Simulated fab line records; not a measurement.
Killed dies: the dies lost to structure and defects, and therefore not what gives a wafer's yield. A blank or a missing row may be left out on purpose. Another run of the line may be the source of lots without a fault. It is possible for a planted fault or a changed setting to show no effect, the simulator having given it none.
fab line records	flow n5Finfet	part 1 of 2: steps 1 to 4 of 6
record lots=21	wafers=63	lastDay=19
route steps=1938 shown MOL_CONTACT_COAG@539
lots that met no fault: taken from a fault-free run of the same line
startH: the number of hours between the record's first day and the start of the first shown wafer of the lot	waitH: time in hours since the lot's previous step	" as in the row above	L1.1+2: a row that stands for several wafers	- value missing, or start not given	* or withheld: withheld	< > ~ a bound
route shown NAME@n: names a module that has steps shown in the file, with the first one's number in the route	usual: mean/standard deviation taken from wafers without a fault	same: alike in all rows	chamber/n: place in a boat	sites: each site's reading	_std_site: how widely they spread, as a standard deviation	_edge_site: mean of outer sites minus mean of inner sites	radiusMm: how far each site lies from the wafer's centre	mask NAME#n: copy n	behind: tool/chamber where the wafer was last shaped	hold: cause of the lot's hold/its duration in hours/its outcome	device: the n, p or np transistor that did not switch	end of line: tests of these same wafers at the route's end	a step given without rows: its recipe and nothing more	killed: at the first sort, the dies lost to defects and structure; wafer yield is something else	map: dies across one wafer; x = killed, . = not, _ = none there
set.NAME: the setting the step ran with; set.NAME@STEP: the setting that earlier step ran with	model.NAME: the simulator's own value behind a step, which no gauge read
the route's steps for a sample of lots (tables are steps, rows are wafers)
services: when a tool's chamber went out of use (startH, in hours from the record's first day, below 0 if earlier), for how many hours, and the reason
## steps
# step N5_MOL_CONTACT_COAG_STRIP_98
# recipe chemistry=N2/H2	powerW=500	tempC=40	pressureMtorr=50	rfFrequencyHz=6e+07	overashFraction=0.3	biasPowerW=8	h2Frac=0.5	n2FlowSccm=300	h2FlowSccm=300
# usual drypumpMotorCurrentA=6.0/0.54	h2FlowSccm=300.1/0.97	oesProductAu=0.81/0.074	rfVppV=54.0/1.6	showerheadPlenumPTorr=3.33/0.13	throttleValvePct=18.8/0.34
lot.wafer	tool	chamber	startH	waitH	drypumpMotorCurrentA	h2FlowSccm	oesProductAu	rfHoursCounterH	rfVppV	showerheadPlenumPTorr	throttleValvePct
L075.1	rieDiel-03	0	103.93	0.0	6.1	299.9	0.87	42	55.9	3.29	19.4
L075.2	"	2	"	"	6.7	299.5	0.90	30	52.6	3.42	18.7
L075.6	"	0	"	"	6.0	300.2	0.89	-	56.4	3.29	19.4
L076.3	rieDiel-03	2	104.79	0.0	6.7	299.5	0.89	30	54.3	3.42	18.7
L076.4	"	0	"	"	6.1	299.9	0.88	-	54.1	3.29	19.4
L076.6	"	2	"	"	6.7	300.5	0.90	-	52.3	3.42	18.7
L078.2	rieDiel-03	0	111.66	0.0	6.0	298.9	0.87	46	51.9	3.29	19.5
L078.3	"	2	"	"	6.7	301.1	0.89	34	51.9	3.42	18.7
L078.6	"	2	"	"	6.7	299.1	0.88	-	54.2	3.42	18.7
L077.4	rieDiel-01	1	118.76	0.0	6.5	300.7	0.89	29	54.7	3.31	18.7
L077.5	"	2	"	"	5.5	299.8	0.72	-	56.3	3.47	19.0
L077.6	"	1	"	"	6.5	299.5	0.90	-	54.5	3.31	18.7
L080.2	rieDiel-03	1	126.41	0.0	6.5	298.7	0.87	25	53.4	3.43	18.6
L080.4	"	0	"	"	6.0	300.3	0.86	53	55.5	3.28	19.5
L080.5	"	3	"	"	5.6	301.2	0.70	-	56.5	3.46	19.4
L079.1	rieDiel-01	3	128.23	0.0	5.1	301.1	0.77	146	50.9	3.08	18.3
L079.4	"	1	"	"	6.4	300.1	0.89	32	55.5	3.31	18.7
L079.6	"	1	"	"	6.5	301.4	0.88	-	53.8	3.31	18.7
L081.1	rieDiel-03	3	131.32	0.0	5.6	300.3	0.71	219	54.2	3.46	19.5
L081.2	"	2	"	"	6.8	300.2	0.87	43	53.2	3.41	18.7
L081.6	"	1	"	"	6.5	301.9	0.88	-	54.2	3.43	18.6
L083.2	rieDiel-03	0	143.05	0.0	6.0	299.3	0.85	58	54.7	3.28	19.4
L083.3	"	3	"	"	5.6	299.6	0.70	223	55.2	3.46	19.5
L083.6	"	3	"	"	5.6	300.3	0.70	-	53.9	3.46	19.5
L084.1	rieDiel-01	0	147.74	0.0	6.2	298.9	0.79	133	53.1	3.22	18.6
L084.3	"	2	"	"	5.4	300.1	0.72	193	55.6	3.47	19.0
L084.4	"	1	"	"	6.5	300.7	0.86	39	55.4	3.31	18.7
L085.1	rieDiel-01	2	156.05	0.0	5.4	300.1	0.71	197	55.8	3.47	19.0
L085.4	"	0	"	"	6.2	301.0	0.79	137	55.2	3.22	18.7
L085.6	"	3	"	"	5.1	300.2	0.76	-	52.1	3.08	18.4
L086.2	rieDiel-03	3	164.43	0.0	5.6	300.3	0.70	230	54.5	3.46	19.5
L086.4	"	1	"	"	6.5	300.7	0.85	38	54.3	3.42	18.6
L086.5	"	1	"	"	6.5	300.0	0.85	-	54.5	3.42	18.6
L087.1	rieDiel-01	3	166.94	0.0	5.1	300.5	0.74	159	51.2	3.08	18.4
L087.2	"	0	"	"	6.2	298.7	0.78	140	52.5	3.22	18.7
L087.5	"	3	"	"	5.1	299.9	0.75	-	53.6	3.08	18.4
L088.2	rieDiel-01	3	176.92	0.0	5.1	299.1	0.75	163	54.6	3.07	18.4
L088.3	"	1	"	"	6.4	299.9	0.86	50	54.8	3.30	18.7
L088.6	"	1	"	"	6.5	300.2	0.85	-	52.0	3.30	18.7
L090.2	rieDiel-01	2	190.07	0.0	5.4	298.7	0.72	208	54.8	3.46	19.1
L090.4	"	1	"	"	6.4	301.2	0.86	53	55.4	3.30	18.7
L090.6	"	2	"	"	5.5	297.7	0.70	-	56.8	3.46	19.1
L091.2	rieDiel-05	0	190.31	0.0	5.4	298.6	0.84	60	55.7	3.40	18.9
L091.5	"	2	"	"	5.6	299.4	0.74	-	53.0	3.48	19.1
L091.6	"	1	"	"	6.1	299.3	0.92	-	52.3	3.27	18.6
L092.1	rieDiel-01	1	197.67	0.0	6.5	298.8	0.84	56	54.4	3.30	18.7
L092.2	"	0	"	"	6.2	300.7	0.77	150	52.4	3.22	18.7
L092.4	"	3	"	"	5.2	299.2	0.76	169	55.1	3.07	18.4
L093.2	rieDiel-01	0	206.41	0.0	6.2	303.1	0.77	152	54.8	3.21	18.7
L093.4	"	3	"	"	5.1	301.8	0.75	171	53.1	3.07	18.4
L093.6	"	1	"	"	6.5	301.1	0.83	-	50.7	3.29	18.7
L094.1	rieDiel-01	0	210.02	0.0	6.2	301.5	0.77	153	52.9	3.21	18.7
L094.3	"	2	"	"	5.4	299.9	0.70	214	55.7	3.46	19.1
L094.4	"	3	"	"	5.1	301.6	0.75	172	53.4	3.07	18.4
L095.2	rieDiel-05	0	216.48	0.0	5.4	300.2	0.82	69	54.1	3.40	18.9
L095.5	"	3	"	"	5.6	299.3	0.90	-	53.4	3.28	18.4
L095.6	"	0	"	"	5.4	300.5	0.82	-	55.3	3.40	18.9
L096.2	rieDiel-03	1	222.66	0.0	6.5	301.0	0.84	55	56.6	3.41	18.6
L096.5	"	3	"	"	5.6	299.1	0.68	-	56.2	3.45	19.5
L096.6	"	0	"	"	6.0	299.8	0.82	-	53.3	3.27	19.5
L097.1	rieDiel-01	3	226.83	0.0	5.1	300.0	0.74	179	51.1	3.07	18.4
L097.5	"	3	"	"	5.1	301.2	0.74	-	56.4	3.07	18.4
L097.6	"	2	"	"	5.4	300.5	0.70	-	55.5	3.45	19.1
# step N5_MOL_CONTACT_COAG_CD_MEAS_99
# recipe targetCdNm=17.2	polarity=opening
# usual cdNm=17.3/0.34
lot.wafer	tool	chamber	startH	waitH	cdNm
L075.1	cdSem-02	-	104.00	-	17.3
L075.2	"	-	"	"	17.7
L075.6	"	-	"	"	18.0
L076.3	cdSem-01	-	104.86	-	17.7
L076.4	"	-	"	"	17.5
L076.6	"	-	"	"	16.9
L078.2	cdSem-02	-	111.74	-	17.2
L078.3	"	-	"	"	18.0
L078.6	"	-	"	"	17.8
L077.4	cdSem-03	-	118.83	-	17.7
L077.5	"	-	"	"	17.2
L077.6	"	-	"	"	17.5
L080.2	cdSem-03	-	126.48	-	18.0
L080.4	"	-	"	"	17.7
L080.5	"	-	"	"	16.6
L079.1	cdSem-01	-	128.30	-	17.6
L079.4	"	-	"	"	17.3
L079.6	"	-	"	"	17.5
L081.1	cdSem-02	-	131.39	-	16.5
L081.2	"	-	"	"	17.2
L081.6	"	-	"	"	17.8
L083.2	cdSem-01	-	143.12	-	17.2
L083.3	"	-	"	"	17.1
L083.6	"	-	"	"	16.9
L084.1	cdSem-03	-	147.81	-	16.8
L084.3	"	-	"	"	17.2
L084.4	"	-	"	"	17.6
L085.1	cdSem-02	-	156.12	-	17.1
L085.4	"	-	"	"	16.6
L085.6	"	-	"	"	17.1
L086.2	cdSem-01	-	164.50	-	16.7
L086.4	"	-	"	"	17.4
L086.5	"	-	"	"	17.1
L087.1	cdSem-03	-	167.01	-	17.2
L087.2	"	-	"	"	16.8
L087.5	"	-	"	"	17.3
L088.2	cdSem-03	-	176.99	-	17.2
L088.3	"	-	"	"	17.3
L088.6	"	-	"	"	18.0
L090.2	cdSem-03	-	190.14	-	16.9
L090.4	"	-	"	"	17.6
L090.6	"	-	"	"	17.5
L091.2	cdSem-03	-	190.39	-	17.4
L091.5	"	-	"	"	18.3
L091.6	"	-	"	"	17.1
L092.1	cdSem-02	-	197.74	-	17.5
L092.2	"	-	"	"	17.7
L092.4	"	-	"	"	17.4
L093.2	cdSem-03	-	206.49	-	17.1
L093.4	"	-	"	"	17.4
L093.6	"	-	"	"	17.2
L094.1	cdSem-01	-	210.10	-	17.0
L094.3	"	-	"	"	16.8
L094.4	"	-	"	"	17.1
L095.2	cdSem-01	-	216.55	-	17.2
L095.5	"	-	"	"	16.7
L095.6	"	-	"	"	16.7
L096.2	cdSem-02	-	222.73	-	17.4
L096.5	"	-	"	"	16.9
L096.6	"	-	"	"	17.1
L097.1	cdSem-02	-	226.89	-	17.3
L097.5	"	-	"	"	17.2
L097.6	"	-	"	"	16.8
# step N5_MOL_CONTACT_COAG_PRE_CLEAN_142
# recipe gas=H2/He	timeS=60	tempC=300
# usual heaterPowerW=450/34
lot.wafer	tool	chamber	startH	waitH	heaterPowerW
L075.1	pvdSputter-01	-	110.93	2.5	414
L075.2	"	-	"	"	490
L075.6	"	-	"	"	445
L076.3	pvdSputter-01	-	111.39	1.5	473
L076.4	"	-	"	"	421
L076.6	"	-	"	"	493
L078.2	pvdSputter-01	-	115.59	0.9	469
L078.3	"	-	"	"	491
L078.6	"	-	"	"	457
L077.4	pvdSputter-03	-	121.99	0.5	405
L077.5	"	-	"	"	425
L077.6	"	-	"	"	477
L080.2	pvdSputter-02	-	131.58	1.1	406
L080.4	"	-	"	"	464
L080.5	"	-	"	"	447
L079.1	pvdSputter-02	-	133.37	0.8	443
L079.4	"	-	"	"	412
L079.6	"	-	"	"	449
L081.1	pvdSputter-02	-	134.80	0.8	457
L081.2	"	-	"	"	461
L081.6	"	-	"	"	438
L083.2	pvdSputter-02	-	147.88	1.6	458
L083.3	"	-	"	"	436
L083.6	"	-	"	"	460
L084.1	pvdSputter-02	-	153.95	2.6	403
L084.3	"	-	"	"	449
L084.4	"	-	"	"	457
L085.1	pvdSputter-02	-	162.17	2.4	463
L085.4	"	-	"	"	439
L085.6	"	-	"	"	448
L086.2	pvdSputter-03	-	169.02	1.3	541
L086.4	"	-	"	"	436
L086.5	"	-	"	"	519
L087.1	pvdSputter-03	-	172.05	1.4	435
L087.2	"	-	"	"	462
L087.5	"	-	"	"	394
L088.2	pvdSputter-02	-	180.72	0.9	468
L088.3	"	-	"	"	461
L088.6	"	-	"	"	461
L090.2	pvdSputter-03	-	194.20	0.6	473
L090.4	"	-	"	"	442
L090.6	"	-	"	"	516
L091.2	pvdSputter-02	-	194.83	0.7	436
L091.5	"	-	"	"	448
L091.6	"	-	"	"	449
L092.1	pvdSputter-02	-	202.66	0.8	432
L092.2	"	-	"	"	452
L092.4	"	-	"	"	410
L093.2	pvdSputter-03	-	210.09	0.6	409
L093.4	"	-	"	"	525
L093.6	"	-	"	"	440
L094.1	pvdSputter-02	-	214.78	0.8	452
L094.3	"	-	"	"	464
L094.4	"	-	"	"	397
L095.2	pvdSputter-03	-	220.60	1.7	514
L095.5	"	-	"	"	406
L095.6	"	-	"	"	482
L096.2	pvdSputter-03	-	229.38	2.4	469
L096.5	"	-	"	"	440
L096.6	"	-	"	"	521
L097.1	pvdSputter-02	-	232.64	2.0	436
L097.5	"	-	"	"	461
L097.6	"	-	"	"	438
# step N5_MOL_CONTACT_COAG_ETCH_47
# recipe chemistry=CH3F/O2	target=SiNx	targetDepthA=270	maskMaterial=SiO2	stopOn=W	overEtchFrac=0.2	ionEnergyEv=120	endpoint=OES-CN	pressureMtorr=30	sourceW=395	biasW=73	Ar_flow_sccm=150	CH3F_flow_sccm=30	O2_flow_sccm=20	ends=endPoint
# usual drypumpMotorCurrentA=5.9/0.48	etchRfOnTimeS=31.2/0.6	oesProductAu=0.72/0.068	rfVppV=295/5.3	showerheadPlenumPTorr=1.99/0.072	throttleValvePct=16.33/0.25
lot.wafer	tool	chamber	startH	waitH	drypumpMotorCurrentA	etchRfOnTimeS	oesProductAu	rfHoursCounterH	rfVppV	showerheadPlenumPTorr	throttleValvePct
L075.1	rieDiel-05	1	116.40	0.0	6.2	31.6	0.61	251	296	1.97	16.58
L075.2	"	3	"	"	5.5	31.7	0.60	265	295	1.98	16.44
L075.6	"	3	"	"	5.5	31.5	0.60	-	296	1.98	16.44
L076.3	rieDiel-03	3	117.51	0.0	5.6	31.2	0.63	213	304	2.07	16.87
L076.4	"	0	"	"	6.0	31.5	0.76	49	297	1.95	16.29
L076.6	"	1	"	"	6.5	31.8	0.79	-	292	2.04	16.07
L078.2	rieDiel-01	3	120.22	0.0	5.1	31.5	0.69	143	296	1.83	16.13
L078.3	"	1	"	"	6.4	30.1	0.78	29	288	1.96	15.91
L078.6	"	3	"	"	5.1	31.4	0.69	-	296	1.83	16.13
L077.4	rieDiel-01	1	126.64	0.0	6.4	29.8	0.79	32	290	1.96	15.94
L077.5	"	1	"	"	6.5	30.4	0.78	-	290	1.96	15.93
L077.6	"	0	"	"	6.2	31.7	0.71	-	288	1.92	16.42
L080.2	rieDiel-03	3	136.85	0.0	5.6	31.3	0.62	221	305	2.06	16.89
L080.4	"	1	"	"	6.5	31.5	0.78	28	292	2.04	16.07
L080.5	"	3	"	"	5.6	31.2	0.63	-	303	2.06	16.88
L079.1	rieDiel-05	0	138.15	0.0	5.3	31.6	0.77	41	290	2.05	16.25
L079.4	"	0	"	"	5.3	31.6	0.76	-	291	2.05	16.26
L079.6	"	1	"	"	6.2	30.7	0.89	-	295	1.97	16.12
L081.1	rieDiel-01	3	139.46	0.0	5.1	31.8	0.68	149	296	1.83	16.15
L081.2	"	2	"	"	5.4	31.6	0.65	190	303	2.07	16.49
L081.6	"	0	"	"	6.2	31.7	0.70	-	288	1.92	16.41
L083.2	rieDiel-05	1	152.92	0.0	6.1	30.3	0.87	8	297	1.97	16.13
L083.3	"	0	"	"	5.4	30.8	0.77	47	290	2.05	16.27
L083.6	"	2	"	"	5.6	30.2	0.68	-	298	2.07	16.44
L084.1	rieDiel-05	0	158.52	0.0	5.3	31.1	0.76	51	291	2.05	16.28
L084.3	"	2	"	"	5.6	30.2	0.68	186	298	2.07	16.44
L084.4	"	2	"	"	5.6	30.2	0.68	-	299	2.07	16.45
L085.1	rieDiel-01	0	167.40	0.0	6.2	32.4	0.68	140	289	1.92	16.45
L085.4	"	2	"	"	5.4	31.5	0.63	201	305	2.07	16.49
L085.6	"	1	"	"	6.4	30.1	0.76	-	289	1.95	15.96
L086.2	rieDiel-03	3	173.72	0.0	5.6	31.0	0.63	233	306	2.06	16.91
L086.4	"	0	"	"	6.0	31.2	0.74	70	297	1.94	16.36
L086.5	"	0	"	"	6.0	31.2	0.75	-	296	1.94	16.34
L087.1	rieDiel-05	3	176.60	0.0	5.6	31.4	0.84	4	296	1.97	15.96
L087.2	"	2	"	"	5.6	30.0	0.68	192	297	2.07	16.46
L087.5	"	1	"	"	6.2	31.3	0.81	-	296	1.96	16.14
L088.2	rieDiel-01	2	189.68	0.0	5.4	31.7	0.63	208	304	2.07	16.49
L088.3	"	1	"	"	6.5	30.7	0.75	53	290	1.95	15.94
L088.6	"	3	"	"	5.1	31.7	0.66	-	296	1.82	16.18
L090.2	rieDiel-03	1	199.05	0.0	6.5	31.6	0.76	50	291	2.03	16.13
L090.4	"	0	"	"	6.0	31.4	0.74	78	297	1.94	16.36
L090.6	"	0	"	"	6.0	31.1	0.74	-	297	1.94	16.37
L091.2	rieDiel-03	0	199.50	0.0	6.0	31.1	0.73	79	296	1.94	16.36
L091.5	"	0	"	"	6.0	31.1	0.74	-	297	1.94	16.37
L091.6	"	1	"	"	6.5	31.8	0.76	-	290	2.03	16.12
L092.1	rieDiel-03	2	207.62	0.0	6.7	30.3	0.75	66	289	2.04	16.49
L092.2	"	0	"	"	6.0	31.5	0.73	80	295	1.94	16.38
L092.4	"	3	"	"	5.6	31.6	0.61	244	306	2.06	16.92
L093.2	rieDiel-03	2	214.84	0.0	6.7	31.0	0.74	69	287	2.04	16.51
L093.4	"	1	"	"	6.5	31.8	0.75	53	291	2.03	16.14
L093.6	"	3	"	"	5.6	31.4	0.61	-	305	2.06	16.94
L094.1	rieDiel-03	0	219.73	0.0	6.0	31.6	0.73	83	296	1.94	16.38
L094.3	"	1	"	"	6.5	31.8	0.74	55	290	2.03	16.12
L094.4	"	2	"	"	6.7	30.5	0.75	70	289	2.04	16.51
L095.2	rieDiel-05	2	225.12	0.0	5.6	30.1	0.67	208	298	2.06	16.49
L095.5	"	2	"	"	5.6	30.3	0.66	-	298	2.06	16.48
L095.6	"	1	"	"	6.2	30.7	0.80	-	295	1.96	16.17
L096.2	rieDiel-05	3	234.03	0.0	5.6	31.4	0.80	21	295	1.97	15.97
L096.5	"	3	"	"	5.6	31.6	0.80	-	296	1.97	15.98
L096.6	"	0	"	"	5.4	31.4	0.73	-	290	2.04	16.32
L097.1	rieDiel-01	3	237.20	0.0	5.2	31.4	0.66	182	296	1.82	16.21
L097.5	"	1	"	"	6.5	30.4	0.74	-	289	1.95	15.98
L097.6	"	0	"	"	6.2	32.0	0.67	-	289	1.91	16.49
